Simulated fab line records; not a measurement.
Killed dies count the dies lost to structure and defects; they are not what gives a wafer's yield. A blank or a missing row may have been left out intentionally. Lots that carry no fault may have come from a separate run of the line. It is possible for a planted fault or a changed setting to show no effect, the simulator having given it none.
A struck lot beside a sound one :: flow n5 finfet :: 16 steps out of a route of 1938
Sound: the wafers L569.1, L569.3, L569.5. Struck: wafer L575.5 (left out: L575.3, L575.4 of the same lot, which were not struck); the cause appears at the end.
Per side, at each step with rows, come the tool, then ch with its chambers, and then its first start. Under that, the readings that differ: sound wafers :: struck wafers :: difference of the means :: sigmas: that difference in standard deviations of wafers without a fault.
alike: a reading whose means differ by less than 2 such deviations, as well as words and numbers matching on both sides. not compared: withheld readings; readings where some wafer has no value; bounds like >300 that might hide an equal value; numbers whose values overlap and for which the record gives no deviation.
Wherever a step has rows on one side only, a row that says differs or no value, or a row with sigmas, the two part there. When numbers do not overlap yet have no deviation, they are printed without sigmas and do not part them. A reading missing from all wafers of one side parts the sides only when that side holds two or more wafers.

first, 6 steps without rows for these wafers: N5_BEOL_M3_COAT_22 (resist thk 30 nm); N5_BEOL_M3_EBR_24; N5_BEOL_M3_SOFTBAKE_23 (time 60 s); N5_BEOL_M3_EXPOSE_25 (exposes mask V2, defocus 5 nm); N5_BEOL_M3_PEB_26 (peb time 60 s); N5_BEOL_M3_DEVELOP_27 (develop time 30 s).
N5_BEOL_M3_CD_MEAS_28: target cd 25.7 nm, target cd y 23.3 nm.
  sound on cd sem-01 ch 0, day 7 12:03; struck on cd sem-03 ch 0, day 9 10:43
reading: cd nm (nm)
sound: 26.12 25.87 25.62
struck: 25.19
difference: -0.68
sigmas: -3
N5_BEOL_M3_OVL_MEAS_29:
  sound on overlay-01 ch 0, day 7 12:05; struck on overlay-01 ch 0, day 9 10:46
reading: V2_OVL (nm)
sound: -2.0 -1.6 -1.8
struck: 0.3
difference: +2.1
sigmas: +3
N5_BEOL_M3_INSPECT_30: inspects for defects (brightfield).
  sound on defect inspect-02 at day 7 12:08; struck on defect inspect-01 at day 9 10:49
reading: raw defect count
sound: 677 561 563
struck: 277
difference: -323
sigmas: -3
N5_BEOL_M3_DESCUM_33: chemistry O2, time 7 s.
  sound on rie diel-03 ch 1,2, day 7 12:10; struck on rie diel-03 ch 2, day 9 11:45
  alike: drypump motor current A, oes product au, rf vpp V, showerhead plenum p Torr, throttle valve pct
  not compared: rf hours counter h
N5_BEOL_M3_ETCH_77: etches underlayer in N2/H2, target depth 6.5 nm, time 5.2 s.
  sound on rie diel-03 ch 1,2, day 7 12:13; struck on rie diel-03 ch 2, day 9 11:47
  alike: bias w, drypump motor current A, etch rf on time s, oes product au, rf vpp V, showerhead plenum p Torr, throttle valve pct
  not compared: rf hours counter h
N5_BEOL_M3_ETCH_69: etches SiARC in CF4, target depth 15.6 nm, time 26 s.
  sound on rie diel-03 ch 1,2, day 7 12:15; struck on rie diel-03 ch 2, day 9 11:48
  alike: bias w, drypump motor current A, etch rf on time s, oes product au, rf vpp V, showerhead plenum p Torr, throttle valve pct
  not compared: rf hours counter h
N5_BEOL_M3_ALD_98: deposits SiO2, target thk 2.5 nm, pulse time 1 s, co reactant pulse time 1 s.
  sound on ald sin-02 ch 0,3, day 7 12:22; struck on ald sin-02 ch 0, day 9 11:53
reading: ald cycles
sound: 17 17 17
struck: 5
difference: -12
sigmas: 

reading: model.SiO2_of_BEOL_M3_ALD_98.thk nm (nm)
sound: 2.6 2.6 2.6
struck: 0.8
difference: -1.8
sigmas: 
  alike: heater power w, precursor pulse height rel
N5_BEOL_M3_ETCHBACK_99: etches SiO2 in CHF3, target depth 5 nm, time 10.4 s.
  sound on rie diel-03 ch 1,2, day 7 14:59; struck on rie diel-03 ch 3, day 9 19:31
reading: oes_f_703_au (a.u.)
sound: 0.71 0.71 0.72
struck: 0.94
difference: +0.23
sigmas: +3

reading: oes product au (a.u.)
sound: 0.71 0.71 0.73
struck: 0.95
difference: +0.23
sigmas: +3
  alike: bias w, drypump motor current A, rf vpp V, showerhead plenum p Torr, throttle valve pct
  not compared: rf hours counter h
N5_BEOL_M4_RC_MEAS_101:
  sound on prober-02 ch 0, day 8 12:49; struck on prober-02 ch 0, day 10 11:53
  alike: DIBL_N, DIBL_P, IOFF_N, IOFF_P, ION_N, ION_P, SS_N, SS_P, VT_N, VT_P
-- here the record skips 4 days between the struck wafers' starts before and after, leaving off in module BEOL_M4 and picking up in module PASSIVATION (first step shown: number 1936 of the route) --
N5_PASSIVATION_PROBE_49:
  sound on prober-01 at day 13 11:56; struck on prober-02 at day 14 20:32
reading: killed at front end
sound: 31 41 42
struck: 18
difference: -20
sigmas: -2
  alike: defect limited yield, killed_at_M0_to_M3, killed_at_M4_up, killed at contacts, killed at other, killed dies, killed open, killed short, sort_bin_4_leakage, sort_bin_5_function, sort_bin_6_memory, sort n pass, sort yield pct

## WHERE THEY PART
Last at N5_PASSIVATION_PROBE_49 as far as this record goes, first at N5_BEOL_M3_CD_MEAS_28.

WHY: whatever the simulator had introduced
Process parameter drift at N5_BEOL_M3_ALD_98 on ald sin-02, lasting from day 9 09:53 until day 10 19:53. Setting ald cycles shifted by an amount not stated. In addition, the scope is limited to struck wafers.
